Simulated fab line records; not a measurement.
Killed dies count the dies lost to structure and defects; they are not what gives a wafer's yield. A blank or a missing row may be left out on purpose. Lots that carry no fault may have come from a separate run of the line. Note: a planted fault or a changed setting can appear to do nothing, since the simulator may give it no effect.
The tool behind it: which one? + flow n5_finfet + 60 wafers sampled from 20 lots at 1 step of a route of 1938

== WHAT THE GAUGES READ, wafer by wafer ==
N5_BEOL_M7_INSPECT_30: inspects for defects (brightfield). Usual: raw_defect_count at 389, with a standard deviation of 93.
| lot  | measured     | on                | raw_defect_count | flag |
|------|--------------|-------------------|------------------|------|
| L074 | day 9 03:54  | defect_inspect-02 | 240 326 283      |      |
| L076 | day 9 09:01  | defect_inspect-01 | 407 424 296      |      |
| L077 | day 9 22:18  | defect_inspect-02 | 492 519 449      |      |
| L079 | day 10 04:08 | defect_inspect-01 | 336 488 403      |      |
| L078 | day 10 04:18 | defect_inspect-02 | 382 342 345      |      |
| L080 | day 11 01:44 | defect_inspect-01 | 552 328 339      |      |
| L082 | day 11 05:10 | defect_inspect-01 | 308 337 404      |      |
| L083 | day 11 06:33 | defect_inspect-01 | 344 322 430      |      |
| L085 | day 11 11:22 | defect_inspect-02 | 313 365 271      |      |
| L081 | day 11 13:05 | defect_inspect-02 | 307 358 280      |      |
| L084 | day 12 05:46 | defect_inspect-02 | 418 448 425      |      |
| L086 | day 13 01:51 | defect_inspect-02 | 374 385 450      |      |
| L089 | day 13 02:01 | defect_inspect-01 | 299 321 354      |      |
| L088 | day 13 04:13 | defect_inspect-02 | 322 455 373      |      |
| L094 | day 14 07:37 | defect_inspect-02 | 646 349 309      |      |
| L092 | day 14 07:47 | defect_inspect-02 | 451 248 323      |      |
| L093 | day 14 09:41 | defect_inspect-01 | 363 366 394      |      |
| L095 | day 14 16:00 | defect_inspect-01 | 534 277 281      |      |
| L096 | day 15 10:24 | defect_inspect-01 | 366 435 320      |      |
| L097 | day 15 20:16 | defect_inspect-02 | 544 405 792      |      |

== WHICH TOOL RAN EACH LOT (tool, then ch and the chambers of the sampled wafers, then the start) ==
The record holds no process step before these readings.

== AS READ BY THE TOOLS THEMSELVES (means over the sampled wafers that have a number; for cases with no such wafer, the mark the record gives instead) ==
The record holds no such reading with a usual standard deviation.

== THE ANSWER, worked out from the rows above alone ==
Rule: lot off if the mean of its wafers having a number is beyond 3 standard deviations from the usual mean. Also off: a lot with no number at a reading for which 4 or more lots have one. The other lots that the step has rows for count as sound. After the gauges, taken in route order, come the tools' own readings; for these a lot's mean is taken, as printed above. At the first step where some lot is off, the reading lying furthest off is the one used; lots without a number count as furthest.
None of the lots is off at any reading shown; this tells nothing.

== WHAT THE SIMULATOR PUT IN ==
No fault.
